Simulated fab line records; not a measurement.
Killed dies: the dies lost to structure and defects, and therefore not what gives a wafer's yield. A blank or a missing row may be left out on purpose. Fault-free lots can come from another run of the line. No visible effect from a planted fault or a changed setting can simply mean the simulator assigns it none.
fab line records || flow nandHarc
record: {"lots": 5, "wafers": 15, "lastDay": 33}
route steps=1302 shown P_ZERO_WELL@29 END@1302
lots with no fault: from the same line, run without faults
startH: the number of hours between the record's first day and the start of the first shown wafer of the lot || waitH: how many hours have passed since the lot's step before this one || " unchanged from the row above || L1.1+2: a row that stands for several wafers || - either no value or no given start || * or withheld: withheld || < > ~ a bound
route shown NAME@n: a module of which the file shows steps, and the number in the route of the first || usual: mean and standard deviation over wafers with no fault || same: alike in all rows || chamber/n: place in a boat || sites: each site's reading || _std_site: the standard deviation of these || _edge_site: mean of outer sites minus mean of inner sites || radiusMm: how far each site lies from the wafer's centre || mask NAME#n: copy n || behind: the tool/chamber that last shaped the wafer || hold: reason for holding the lot/hours on hold/outcome of the hold || device: which transistor (n, p or np) failed to switch || end of line: the same wafers' tests at the end of the route || step lacking rows: just its recipe || killed: the dies lost at the first sort to structure and to defects; this is not the yield of the wafer || map: dies across one wafer; x = killed, . = not, _ = none there
set.NAME: the setting as run; set.NAME@STEP: as run at that earlier step || model.NAME: the simulator's own value behind a step, which no gauge read
lots at selected steps of the route; one table per step, one row per wafer
services: from which hour (startH, from the record's first day; less than 0 if before it) a tool's chamber was out of use, for how many hours, and why
== steps ==
step: NHARC_P_ZERO_WELL_CD_MEAS_24
recipe: {"targetCdNm": 720, "landingEnergyEv": 500}
usual: {"cdNm": "720.6/2.3"}
{"lot.wafer": "L195.2", "tool": "cdSem-01", "chamber": 0, "startH": 52.64, "waitH": "-", "cdNm": 718.7}
{"lot.wafer": "L195.4", "tool": "cdSem-01", "chamber": 0, "startH": 52.64, "waitH": "-", "cdNm": 720.2}
{"lot.wafer": "L195.5", "tool": "cdSem-01", "chamber": 0, "startH": 52.64, "waitH": "-", "cdNm": 720.5}
{"lot.wafer": "L201.4", "tool": "cdSem-01", "chamber": 0, "startH": 112.55, "waitH": "-", "cdNm": 715.2}
{"lot.wafer": "L201.5", "tool": "cdSem-01", "chamber": 0, "startH": 112.55, "waitH": "-", "cdNm": 714.4}
{"lot.wafer": "L201.6", "tool": "cdSem-01", "chamber": 0, "startH": 112.55, "waitH": "-", "cdNm": 717.6}
{"lot.wafer": "L209.2", "tool": "cdSem-03", "chamber": 0, "startH": 192.45, "waitH": "-", "cdNm": 722.9}
{"lot.wafer": "L209.3", "tool": "cdSem-03", "chamber": 0, "startH": 192.45, "waitH": "-", "cdNm": 721.2}
{"lot.wafer": "L209.4", "tool": "cdSem-03", "chamber": 0, "startH": 192.45, "waitH": "-", "cdNm": 723.0}
{"lot.wafer": "L210.1", "tool": "cdSem-03", "chamber": 0, "startH": 202.49, "waitH": "-", "cdNm": 720.6}
{"lot.wafer": "L210.5", "tool": "cdSem-03", "chamber": 0, "startH": 202.49, "waitH": "-", "cdNm": 722.6}
{"lot.wafer": "L210.6", "tool": "cdSem-03", "chamber": 0, "startH": 202.49, "waitH": "-", "cdNm": 718.3}
{"lot.wafer": "L215.3", "tool": "cdSem-01", "chamber": 0, "startH": 252.49, "waitH": "-", "cdNm": 722.8}
{"lot.wafer": "L215.4", "tool": "cdSem-01", "chamber": 0, "startH": 252.49, "waitH": "-", "cdNm": 724.0}
{"lot.wafer": "L215.6", "tool": "cdSem-01", "chamber": 0, "startH": 252.49, "waitH": "-", "cdNm": 724.3}
step: NHARC_P_ZERO_WELL_HARDBAKE_25
recipe: {"tempC": 125, "timeS": 80}
step: NHARC_P_ZERO_WELL_DESCUM_26
recipe: {"timeS": 3, "o2FlowSccm": 200, "arFlowSccm": 0, "biasPowerW": 0, "chemistry": "O2"}
usual: {"drypumpMotorCurrentA": "5.6/0.4", "oesProductAu": "1.003/0.0079", "rfVppV": "57.6/0.87", "showerheadPlenumPTorr": "1.89/0.065", "throttleValvePct": "11.312/0.0091"}
{"lot.wafer": "L195.2", "tool": "rieDiel-02", "chamber": 1, "startH": 52.81, "waitH": "-", "drypumpMotorCurrentA": 6.4, "oesProductAu": 0.995, "rfHoursCounterH": 1, "rfVppV": 58.4, "showerheadPlenumPTorr": 1.81, "throttleValvePct": 11.307}
{"lot.wafer": "L195.4", "tool": "rieDiel-02", "chamber": 2, "startH": 52.81, "waitH": "-", "drypumpMotorCurrentA": 5.4, "oesProductAu": 0.998, "rfHoursCounterH": 0, "rfVppV": 57.7, "showerheadPlenumPTorr": 1.95, "throttleValvePct": 11.310}
{"lot.wafer": "L195.5", "tool": "rieDiel-02", "chamber": 1, "startH": 52.81, "waitH": "-", "drypumpMotorCurrentA": 6.4, "oesProductAu": 0.990, "rfHoursCounterH": "-", "rfVppV": 57.2, "showerheadPlenumPTorr": 1.81, "throttleValvePct": 11.315}
{"lot.wafer": "L201.4", "tool": "rieDiel-13", "chamber": 2, "startH": 112.74, "waitH": "-", "drypumpMotorCurrentA": 5.3, "oesProductAu": 1.000, "rfHoursCounterH": 37, "rfVppV": 57.7, "showerheadPlenumPTorr": 1.84, "throttleValvePct": 11.311}
{"lot.wafer": "L201.6", "tool": "rieDiel-13", "chamber": 3, "startH": 112.74, "waitH": "-", "drypumpMotorCurrentA": 5.4, "oesProductAu": 1.003, "rfHoursCounterH": "-", "rfVppV": 58.0, "showerheadPlenumPTorr": 1.81, "throttleValvePct": 11.298}
{"lot.wafer": "L201.5", "tool": "rieDiel-13", "chamber": 0, "startH": 112.74, "waitH": "-", "drypumpMotorCurrentA": 6.0, "oesProductAu": 0.999, "rfHoursCounterH": "-", "rfVppV": 57.1, "showerheadPlenumPTorr": 1.87, "throttleValvePct": 11.324}
{"lot.wafer": "L209.3", "tool": "rieDiel-10", "chamber": 2, "startH": 192.67, "waitH": "-", "drypumpMotorCurrentA": 5.2, "oesProductAu": 0.989, "rfHoursCounterH": 36, "rfVppV": 57.7, "showerheadPlenumPTorr": 1.89, "throttleValvePct": 11.293}
{"lot.wafer": "L209.2", "tool": "rieDiel-10", "chamber": 0, "startH": 192.67, "waitH": "-", "drypumpMotorCurrentA": 5.7, "oesProductAu": 1.017, "rfHoursCounterH": 37, "rfVppV": 56.4, "showerheadPlenumPTorr": 1.85, "throttleValvePct": 11.305}
{"lot.wafer": "L209.4", "tool": "rieDiel-10", "chamber": 2, "startH": 192.67, "waitH": "-", "drypumpMotorCurrentA": 5.2, "oesProductAu": 1.008, "rfHoursCounterH": "-", "rfVppV": 57.9, "showerheadPlenumPTorr": 1.89, "throttleValvePct": 11.319}
{"lot.wafer": "L210.1", "tool": "rieDiel-13", "chamber": 0, "startH": 202.65, "waitH": "-", "drypumpMotorCurrentA": 6.1, "oesProductAu": 1.001, "rfHoursCounterH": 8, "rfVppV": 57.7, "showerheadPlenumPTorr": 1.87, "throttleValvePct": 11.308}
{"lot.wafer": "L210.5", "tool": "rieDiel-13", "chamber": 0, "startH": 202.65, "waitH": "-", "drypumpMotorCurrentA": 6.1, "oesProductAu": 1.005, "rfHoursCounterH": "-", "rfVppV": 57.7, "showerheadPlenumPTorr": 1.87, "throttleValvePct": 11.321}
{"lot.wafer": "L210.6", "tool": "rieDiel-13", "chamber": 1, "startH": 202.65, "waitH": "-", "drypumpMotorCurrentA": 5.9, "oesProductAu": 1.001, "rfHoursCounterH": "-", "rfVppV": 58.0, "showerheadPlenumPTorr": 1.98, "throttleValvePct": 11.302}
{"lot.wafer": "L215.3", "tool": "rieDiel-13", "chamber": 1, "startH": 252.67, "waitH": "-", "drypumpMotorCurrentA": 5.9, "oesProductAu": 1.009, "rfHoursCounterH": 25, "rfVppV": 57.3, "showerheadPlenumPTorr": 1.97, "throttleValvePct": 11.304}
{"lot.wafer": "L215.4", "tool": "rieDiel-13", "chamber": 3, "startH": 252.67, "waitH": "-", "drypumpMotorCurrentA": 5.4, "oesProductAu": 1.003, "rfHoursCounterH": "-", "rfVppV": 56.1, "showerheadPlenumPTorr": 1.79, "throttleValvePct": 11.303}
{"lot.wafer": "L215.6", "tool": "rieDiel-13", "chamber": 2, "startH": 252.67, "waitH": "-", "drypumpMotorCurrentA": 5.3, "oesProductAu": 0.990, "rfHoursCounterH": "-", "rfVppV": 56.4, "showerheadPlenumPTorr": 1.83, "throttleValvePct": 11.321}
step: NHARC_P_ZERO_WELL_IMPLANT_27
recipe: {"energyKev": 600, "doseCm2": 1e+13, "tiltDeg": 7}
step: NHARC_P_ZERO_WELL_IMPLANT_57
recipe: {"energyKev": 250, "doseCm2": 4e+12, "tiltDeg": 7}
step: NHARC_P_ZERO_WELL_IMPLANT_58
recipe: {"energyKev": 100, "doseCm2": 2e+12, "tiltDeg": 7}
step: NHARC_P_ZERO_WELL_STRIP_28
recipe: {"timeS": 840, "tempC": 130, "chemistry": "SPM"}
step: NHARC_P_ZERO_WELL_DEHYDRATE_29
recipe: {"tempC": 150, "timeS": 120}
step: NHARC_P_ZERO_WELL_HMDS_30
recipe: {"timeS": 30}
step: NHARC_P_ZERO_WELL_COAT_31
recipe: {"spinRpm": "withheld"}
step: NHARC_P_ZERO_WELL_SOFTBAKE_32
recipe: {"tempC": 122, "timeS": 95}
step: NHARC_P_ZERO_WELL_EBR_33
step: NHARC_P_ZERO_WELL_EXPOSE_34
recipe: {"na": 0.6, "targetCdNm": 720, "doseMj": 22.31, "maskId": "P_PWELL"}
usual: {"exposureDoseMJCm2": "22.313/0.018"}
{"lot.wafer": "L195.2", "tool": "krfScanner-02", "chamber": 0, "startH": 54.14, "waitH": "-", "mask": "P_PWELL#0", "exposureDoseMJCm2": 22.317}
{"lot.wafer": "L195.4", "tool": "krfScanner-02", "chamber": 0, "startH": 54.14, "waitH": "-", "mask": "P_PWELL#0", "exposureDoseMJCm2": 22.315}
{"lot.wafer": "L195.5", "tool": "krfScanner-02", "chamber": 0, "startH": 54.14, "waitH": "-", "mask": "P_PWELL#0", "exposureDoseMJCm2": 22.327}
{"lot.wafer": "L201.4", "tool": "krfScanner-04", "chamber": 0, "startH": 113.97, "waitH": "-", "mask": "P_PWELL#0", "exposureDoseMJCm2": 22.362}
{"lot.wafer": "L201.5", "tool": "krfScanner-04", "chamber": 0, "startH": 113.97, "waitH": "-", "mask": "P_PWELL#0", "exposureDoseMJCm2": 22.298}
{"lot.wafer": "L201.6", "tool": "krfScanner-04", "chamber": 0, "startH": 113.97, "waitH": "-", "mask": "P_PWELL#0", "exposureDoseMJCm2": 22.299}
{"lot.wafer": "L209.2", "tool": "krfScanner-02", "chamber": 0, "startH": 194.02, "waitH": "-", "mask": "P_HVPW#0", "exposureDoseMJCm2": 22.291}
{"lot.wafer": "L209.3", "tool": "krfScanner-02", "chamber": 0, "startH": 194.02, "waitH": "-", "mask": "P_HVPW#0", "exposureDoseMJCm2": 22.326}
{"lot.wafer": "L209.4", "tool": "krfScanner-02", "chamber": 0, "startH": 194.02, "waitH": "-", "mask": "P_HVPW#0", "exposureDoseMJCm2": 22.280}
{"lot.wafer": "L210.1", "tool": "krfScanner-03", "chamber": 0, "startH": 203.97, "waitH": "-", "mask": "P_PWELL#0", "exposureDoseMJCm2": 22.299}
{"lot.wafer": "L210.5", "tool": "krfScanner-03", "chamber": 0, "startH": 203.97, "waitH": "-", "mask": "P_PWELL#0", "exposureDoseMJCm2": 22.307}
{"lot.wafer": "L210.6", "tool": "krfScanner-03", "chamber": 0, "startH": 203.97, "waitH": "-", "mask": "P_PWELL#0", "exposureDoseMJCm2": 22.302}
{"lot.wafer": "L215.3", "tool": "krfScanner-03", "chamber": 0, "startH": 254.02, "waitH": "-", "mask": "P_PWELL#0", "exposureDoseMJCm2": 22.286}
{"lot.wafer": "L215.4", "tool": "krfScanner-03", "chamber": 0, "startH": 254.02, "waitH": "-", "mask": "P_PWELL#0", "exposureDoseMJCm2": 22.334}
{"lot.wafer": "L215.6", "tool": "krfScanner-03", "chamber": 0, "startH": 254.02, "waitH": "-", "mask": "P_PWELL#0", "exposureDoseMJCm2": 22.341}
step: NHARC_P_ZERO_WELL_PEB_35
recipe: {"pebTempC": 118, "pebTimeS": 85}
step: NHARC_P_ZERO_WELL_DEVELOP_36
recipe: {"timeS": 70}
step: NHARC_P_ZERO_WELL_CD_MEAS_37
recipe: {"targetCdNm": 720, "landingEnergyEv": 500}
usual: {"cdNm": "720.7/1.7"}
{"lot.wafer": "L195.2", "tool": "cdSem-01", "chamber": 0, "startH": 54.29, "waitH": "-", "cdNm": 723.0}
{"lot.wafer": "L195.4", "tool": "cdSem-01", "chamber": 0, "startH": 54.29, "waitH": "-", "cdNm": 721.3}
{"lot.wafer": "L195.5", "tool": "cdSem-01", "chamber": 0, "startH": 54.29, "waitH": "-", "cdNm": 721.1}
{"lot.wafer": "L201.4", "tool": "cdSem-02", "chamber": 0, "startH": 114.12, "waitH": "-", "cdNm": 721.7}
{"lot.wafer": "L201.5", "tool": "cdSem-02", "chamber": 0, "startH": 114.12, "waitH": "-", "cdNm": 716.8}
{"lot.wafer": "L201.6", "tool": "cdSem-02", "chamber": 0, "startH": 114.12, "waitH": "-", "cdNm": 722.2}
{"lot.wafer": "L209.2", "tool": "cdSem-01", "chamber": 0, "startH": 194.18, "waitH": "-", "cdNm": "-"}
{"lot.wafer": "L209.3", "tool": "cdSem-01", "chamber": 0, "startH": 194.18, "waitH": "-", "cdNm": "-"}
{"lot.wafer": "L209.4", "tool": "cdSem-01", "chamber": 0, "startH": 194.18, "waitH": "-", "cdNm": "-"}
{"lot.wafer": "L210.1", "tool": "cdSem-01", "chamber": 0, "startH": 204.13, "waitH": "-", "cdNm": 723.3}
{"lot.wafer": "L210.5", "tool": "cdSem-01", "chamber": 0, "startH": 204.13, "waitH": "-", "cdNm": 721.5}
{"lot.wafer": "L210.6", "tool": "cdSem-01", "chamber": 0, "startH": 204.13, "waitH": "-", "cdNm": 723.5}
{"lot.wafer": "L215.3", "tool": "cdSem-02", "chamber": 0, "startH": 254.17, "waitH": "-", "cdNm": 718.6}
{"lot.wafer": "L215.4", "tool": "cdSem-02", "chamber": 0, "startH": 254.17, "waitH": "-", "cdNm": 720.1}
{"lot.wafer": "L215.6", "tool": "cdSem-02", "chamber": 0, "startH": 254.17, "waitH": "-", "cdNm": 720.4}
step: NHARC_P_ZERO_WELL_HARDBAKE_38
recipe: {"tempC": 125, "timeS": 80}
step: NHARC_END_SORT_01
recipe: {"tempC": 25}
usual: {"killedAtArray": "46/16", "killedAtOther": "0.9/1.3", "killedAtPeriphery": "4.1/3", "killedDies": "51/17", "killedOpen": "3.5/1.8", "killedShort": "2.5/1.8"}
same: {"grossDies": 677}
{"lot.wafer": "L209.2", "tool": "prober-01", "chamber": 0, "startH": 742.98, "waitH": 2.8, "killedAtArray": 46, "killedAtOther": 0, "killedAtPeriphery": 631, "killedDies": 677, "killedOpen": 3, "killedShort": 1}
{"lot.wafer": "L209.3", "tool": "prober-01", "chamber": 0, "startH": 743.76, "waitH": 3.1, "killedAtArray": 44, "killedAtOther": 0, "killedAtPeriphery": 633, "killedDies": 677, "killedOpen": 3, "killedShort": 0}
{"lot.wafer": "L209.4", "tool": "prober-01", "chamber": 0, "startH": 744.55, "waitH": 3.4, "killedAtArray": 40, "killedAtOther": 0, "killedAtPeriphery": 637, "killedDies": 677, "killedOpen": 7, "killedShort": 2}
killed by level:class
L209.2 P_ZERO_WELL:areaExpose=631 A_CHANNEL_HOLE_D1:chamberFilmFlake=15 A_STAIRCASE:chamberFilmFlake=13 A_CHANNEL_HOLE_D2:chamberFilmFlake=5 A_SLIT:chamberFilmFlake=5 A_CHANNEL_HOLE_D1:geometricParticle:open=1 A_CHANNEL_FILL_D2:geometricParticle:open=1 A_WL_FILL:geometricParticle:short=1
L209.3 P_ZERO_WELL:areaExpose=627 A_CHANNEL_HOLE_D1:chamberFilmFlake=19 A_STAIRCASE:chamberFilmFlake=9 P_GATE:chamberFilmFlake=5 A_WL_FILL:chamberFilmFlake=5 A_CHANNEL_HOLE_D2:chamberFilmFlake=2 A_CONTACT:chamberFilmFlake=2 A_BONDPAD:chamberFilmFlake=2
L209.4 P_ZERO_WELL:areaExpose=635 A_CHANNEL_HOLE_D1:chamberFilmFlake=10 A_CHANNEL_HOLE_D2:chamberFilmFlake=7 A_SLIT:chamberFilmFlake=7 A_STAIRCASE:chamberFilmFlake=6 P_CONTACT:geometricParticle:open=2 A_SOURCE_PLATE:geometricParticle:short=1 A_CHANNEL_FILL_D1:geometricParticle:open=1
map L209.2 (x killed, . not)
____________x____________
_________xxxxxxx_________
_______xxxxxxxxxxx_______
______xxxxxxxxxxxxx______
_____xxxxxxxxxxxxxxx_____
____xxxxxxxxxxxxxxxxx____
____xxxxxxxxxxxxxxxxx____
___xxxxxxxxxxxxxxxxxxx___
___xxxxxxxxxxxxxxxxxxx___
__xxxxxxxxxxxxxxxxxxxxx__
__xxxxxxxxxxxxxxxxxxxxx__
_xxxxxxxxxxxxxxxxxxxxxxx_
_xxxxxxxxxxxxxxxxxxxxxxx_
_xxxxxxxxxxxxxxxxxxxxxxx_
_xxxxxxxxxxxxxxxxxxxxxxx_
_xxxxxxxxxxxxxxxxxxxxxxx_
xxxxxxxxxxxxxxxxxxxxxxxxx
xxxxxxxxxxxxxxxxxxxxxxxxx
xxxxxxxxxxxxxxxxxxxxxxxxx
xxxxxxxxxxxxxxxxxxxxxxxxx
xxxxxxxxxxxxxxxxxxxxxxxxx
_xxxxxxxxxxxxxxxxxxxxxxx_
_xxxxxxxxxxxxxxxxxxxxxxx_
_xxxxxxxxxxxxxxxxxxxxxxx_
_xxxxxxxxxxxxxxxxxxxxxxx_
_xxxxxxxxxxxxxxxxxxxxxxx_
__xxxxxxxxxxxxxxxxxxxxx__
__xxxxxxxxxxxxxxxxxxxxx__
___xxxxxxxxxxxxxxxxxxx___
___xxxxxxxxxxxxxxxxxxx___
____xxxxxxxxxxxxxxxxx____
____xxxxxxxxxxxxxxxxx____
_____xxxxxxxxxxxxxxx_____
______xxxxxxxxxxxxx______
_______xxxxxxxxxxx_______
_________xxxxxxx_________
____________x____________
map L195.4 (x killed, . not)
____________.____________
_________......._________
_______..........._______
______...x.....xx..______
_____x.........xx.xx_____
____.........x..xxxxx____
____..........xxx.xxx____
___............x.xxx.x___
___..............xxxx.___
__..............x...x..__
__..............xx.xx..__
_.................xx...._
_......................._
_......................._
_......................._
_.......x..............._
.........x...............
........x................
.........................
.........................
.........................
_......................._
_........x.............._
_......................._
_......................._
_..x...................._
__....x................__
__.....................__
___.x.................___
___..........x........___
____.................____
____.................____
_____...x.......x..._____
______.............______
_______x.........._______
_________......._________
____________.____________
== services ==
{"tool": "rieDiel-13", "chamber": 1, "startH": 31.82, "hours": 4.5, "kind": "repair"}
{"tool": "rieDiel-13", "chamber": "-", "startH": 36.05, "hours": 1.3, "kind": "repair"}
{"tool": "rieDiel-02", "chamber": "-", "startH": 39.76, "hours": 9.0, "kind": "pm"}
{"tool": "krfScanner-03", "chamber": "-", "startH": 45.74, "hours": 1.1, "kind": "repair"}
{"tool": "rieDiel-13", "chamber": 0, "startH": 48.24, "hours": "-", "kind": "clean"}
{"tool": "rieDiel-13", "chamber": 1, "startH": 48.24, "hours": "-", "kind": "clean"}
{"tool": "rieDiel-13", "chamber": 2, "startH": 48.24, "hours": "-", "kind": "clean"}
{"tool": "krfScanner-03", "chamber": "-", "startH": 52.00, "hours": 4.0, "kind": "pm"}
{"tool": "rieDiel-10", "chamber": "-", "startH": 66.00, "hours": 9.0, "kind": "pm"}
{"tool": "krfScanner-02", "chamber": "-", "startH": 94.00, "hours": 4.0, "kind": "pm"}
{"tool": "rieDiel-13", "chamber": 3, "startH": 120.59, "hours": 3.0, "kind": "repair"}
{"tool": "krfScanner-03", "chamber": "-", "startH": 123.97, "hours": 1.0, "kind": "repair"}
{"tool": "krfScanner-02", "chamber": "-", "startH": 128.86, "hours": 8.2, "kind": "repair"}
{"tool": "krfScanner-04", "chamber": "-", "startH": 137.31, "hours": 0.2, "kind": "repair"}
{"tool": "rieDiel-13", "chamber": "-", "startH": 167.23, "hours": 9.0, "kind": "pm"}
{"tool": "krfScanner-04", "chamber": "-", "startH": 182.00, "hours": 4.0, "kind": "pm"}
{"tool": "rieDiel-13", "chamber": "-", "startH": 186.67, "hours": 0.6, "kind": "repair"}
{"tool": "rieDiel-10", "chamber": 1, "startH": 191.63, "hours": 15.1, "kind": "repair"}
{"tool": "krfScanner-02", "chamber": "-", "startH": 201.51, "hours": 0.5, "kind": "repair"}
{"tool": "rieDiel-02", "chamber": "-", "startH": 216.76, "hours": 9.0, "kind": "pm"}
{"tool": "rieDiel-13", "chamber": "-", "startH": 222.22, "hours": 1.0, "kind": "repair"}
{"tool": "krfScanner-03", "chamber": "-", "startH": 224.01, "hours": 4.0, "kind": "pm"}
{"tool": "rieDiel-10", "chamber": "-", "startH": 243.03, "hours": 9.0, "kind": "pm"}
{"tool": "rieDiel-13", "chamber": 0, "startH": 251.50, "hours": 13.5, "kind": "repair"}
== key ==
firstSign: {"step": "NHARC_P_ZERO_WELL_EXPOSE_34", "reading": "mask", "direction": "changed"}
effect: {"step": "NHARC_P_ZERO_WELL_CD_MEAS_37", "reading": "cdNm", "direction": "missing"}
effect: {"step": "NHARC_END_SORT_01", "reading": "killedAtPeriphery", "direction": "up", "sigmas": "99+", "usual": 4.1, "struck": 633.7}
moreKillsBornAt: {"NHARC_P_ZERO_WELL_EXPOSE_34@krfScanner-02": 1893}
metAt NHARC_P_ZERO_WELL_EXPOSE_34
struckWafers L209.2,L209.3,L209.4
laterRowsLeftOut L209.2,L209.3,L209.4
testerLeftOut L209
onsetBetween 54.14 194.02
fault: {"kind": "wrongMask", "tool": "any", "chamber": "-", "onsetH": 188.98, "steps": "NHARC_P_ZERO_WELL_EXPOSE_34", "auxCopy": "P_HVPW#0", "scope": "struckLotsOnly"}
testerLeftOut: of these lots the tester's yield and bins aren't shown, on N5 and GAA mostly nor the transistor test; their killed dies are dies lost to structure and defects alone, not to doping, threshold or leakage, so they don't give the yield
laterRowsLeftOut: the simulator's readings of these wafers behind a module that went badly wrong aren't trusted and aren't shown, but for the sort
